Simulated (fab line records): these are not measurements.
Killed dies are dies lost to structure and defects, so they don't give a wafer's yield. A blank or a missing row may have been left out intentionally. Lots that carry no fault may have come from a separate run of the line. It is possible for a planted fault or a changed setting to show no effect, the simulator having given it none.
What tool caused it? :: flow n5Finfet :: 12 lots, 36 wafers sampled, at 3 steps of a route of 1938

WHAT THE GAUGES READ, wafer by wafer
N5_GATE_CUT_INSPECT_26: inspects for defects (darkfield). Usual: rawDefectCount 40, standard deviation 17.
lot: L634
measured: day 4 13:42
on: defectInspect-01
rawDefectCount: 53 38 28
flag: 

lot: L639
measured: day 5 20:46
on: defectInspect-02
rawDefectCount: 29 25 29
flag: 

lot: L640
measured: day 6 03:58
on: defectInspect-02
rawDefectCount: 32 45 72
flag: 

lot: L641
measured: day 6 18:42
on: defectInspect-02
rawDefectCount: 41 22 24
flag: 

lot: L642
measured: day 6 20:11
on: defectInspect-01
rawDefectCount: 42 56 36
flag: 

lot: L643
measured: day 7 00:04
on: defectInspect-01
rawDefectCount: 24 18 38
flag: 

lot: L645
measured: day 7 11:26
on: defectInspect-02
rawDefectCount: 71 22 87
flag: 

lot: L650
measured: day 8 13:32
on: defectInspect-01
rawDefectCount: 33 25 44
flag: 

lot: L652
measured: day 9 01:55
on: defectInspect-02
rawDefectCount: 33 30 14
flag: 

lot: L653
measured: day 9 09:04
on: defectInspect-02
rawDefectCount: 29 26 43
flag: 

lot: L656
measured: day 10 05:07
on: defectInspect-01
rawDefectCount: 30 68 77
flag: 

lot: L657
measured: day 10 08:41
on: defectInspect-01
rawDefectCount: 16 31 31
flag: 

WHICH TOOL RAN EACH LOT (tool, then ch and the chambers of the sampled wafers, then the start)
lot: L634
N5_GATE_CUT_CMP_43: cmp-01 ch 0,1,2, day 4 13:08
N5_GATE_CUT_CMP_61: cmp-01 ch 0,1,2, day 4 13:31

lot: L639
N5_GATE_CUT_CMP_43: cmp-01 ch 0,1,3, day 5 20:04
N5_GATE_CUT_CMP_61: cmp-01 ch 0,1,3, day 5 20:32

lot: L640
N5_GATE_CUT_CMP_43: cmp-01 ch 0,1,3, day 6 03:24
N5_GATE_CUT_CMP_61: cmp-01 ch 0,1,3, day 6 03:47

lot: L641
N5_GATE_CUT_CMP_43: cmp-01 ch 2,3, day 6 17:59
N5_GATE_CUT_CMP_61: cmp-01 ch 2,3, day 6 18:28

lot: L642
N5_GATE_CUT_CMP_43: cmp-01 ch 0,2,3, day 6 19:28
N5_GATE_CUT_CMP_61: cmp-01 ch 0,2,3, day 6 19:57

lot: L643
N5_GATE_CUT_CMP_43: cmp-01 ch 0,1, day 6 23:21
N5_GATE_CUT_CMP_61: cmp-01 ch 0,1, day 6 23:50

lot: L645
N5_GATE_CUT_CMP_43: cmp-02 ch 1,3, day 7 10:44
N5_GATE_CUT_CMP_61: cmp-02 ch 1,3, day 7 11:13

lot: L650
N5_GATE_CUT_CMP_43: cmp-02 ch 0,1,2, day 8 12:49
N5_GATE_CUT_CMP_61: cmp-02 ch 0,1,2, day 8 13:18

lot: L652
N5_GATE_CUT_CMP_43: cmp-04 ch 0,2,3, day 9 01:13
N5_GATE_CUT_CMP_61: cmp-04 ch 0,2,3, day 9 01:41

lot: L653
N5_GATE_CUT_CMP_43: cmp-01 ch 0,1,3, day 9 08:21
N5_GATE_CUT_CMP_61: cmp-01 ch 0,1,3, day 9 08:50

lot: L656
N5_GATE_CUT_CMP_43: cmp-02 ch 0,2,3, day 10 04:29
N5_GATE_CUT_CMP_61: cmp-02 ch 0,2,3, day 10 04:55

lot: L657
N5_GATE_CUT_CMP_43: cmp-01 ch 0,1, day 10 07:59
N5_GATE_CUT_CMP_61: cmp-01 ch 0,1, day 10 08:28
- N5_GATE_CUT_CMP_43: polishes SiO2.
- N5_GATE_CUT_CMP_61: polishes, stops on SiNx, t overpolish 3 s.

AS READ BY THE TOOLS THEMSELVES (means over the sampled wafers that have a number; for cases with no such wafer, the mark the record gives instead)
N5_GATE_CUT_CMP_43. Usual: motorCurrentA 11.7 A, standard deviation 1.4.
lot: L634
tool: cmp-01
motorCurrentA (A): 12.4
flag: 

lot: L639
tool: cmp-01
motorCurrentA (A): 11.8
flag: 

lot: L640
tool: cmp-01
motorCurrentA (A): 12.0
flag: 

lot: L641
tool: cmp-01
motorCurrentA (A): 12.3
flag: 

lot: L642
tool: cmp-01
motorCurrentA (A): 12.1
flag: 

lot: L643
tool: cmp-01
motorCurrentA (A): 12.3
flag: 

lot: L645
tool: cmp-02
motorCurrentA (A): 12.2
flag: 

lot: L650
tool: cmp-02
motorCurrentA (A): 10.5
flag: 

lot: L652
tool: cmp-04
motorCurrentA (A): 11.2
flag: 

lot: L653
tool: cmp-01
motorCurrentA (A): 12.0
flag: 

lot: L656
tool: cmp-02
motorCurrentA (A): 11.8
flag: 

lot: L657
tool: cmp-01
motorCurrentA (A): 12.3
flag: 

N5_GATE_CUT_CMP_61. Usual: motorCurrentA 11.7 A, standard deviation 1.4.
lot: L634
tool: cmp-01
motorCurrentA (A): 11.7
flag: 

lot: L639
tool: cmp-01
motorCurrentA (A): 11.9
flag: 

lot: L640
tool: cmp-01
motorCurrentA (A): 12.3
flag: 

lot: L641
tool: cmp-01
motorCurrentA (A): 11.7
flag: 

lot: L642
tool: cmp-01
motorCurrentA (A): 12.2
flag: 

lot: L643
tool: cmp-01
motorCurrentA (A): 12.7
flag: 

lot: L645
tool: cmp-02
motorCurrentA (A): 12.6
flag: 

lot: L650
tool: cmp-02
motorCurrentA (A): 10.4
flag: 

lot: L652
tool: cmp-04
motorCurrentA (A): 11.6
flag: 

lot: L653
tool: cmp-01
motorCurrentA (A): 11.7
flag: 

lot: L656
tool: cmp-02
motorCurrentA (A): 11.3
flag: 

lot: L657
tool: cmp-01
motorCurrentA (A): 12.5
flag: 

THE ANSWER, worked out from the rows above alone
Rule: a lot is off if the mean of its wafers that have a number lies more than 3 standard deviations from the usual mean. Also off: a lot with no number at a reading for which 4 or more lots have one. Any other lot the step has rows for is counted as sound. Order of review: gauges by route order, followed by the tools' own readings, for which a lot's mean as printed above is used. At the first step where some lot is off, the reading lying furthest off is the one used; lots without a number count as furthest.
No lot is off at any reading shown: from this, nothing can be told.

WHAT THE SIMULATOR PUT IN
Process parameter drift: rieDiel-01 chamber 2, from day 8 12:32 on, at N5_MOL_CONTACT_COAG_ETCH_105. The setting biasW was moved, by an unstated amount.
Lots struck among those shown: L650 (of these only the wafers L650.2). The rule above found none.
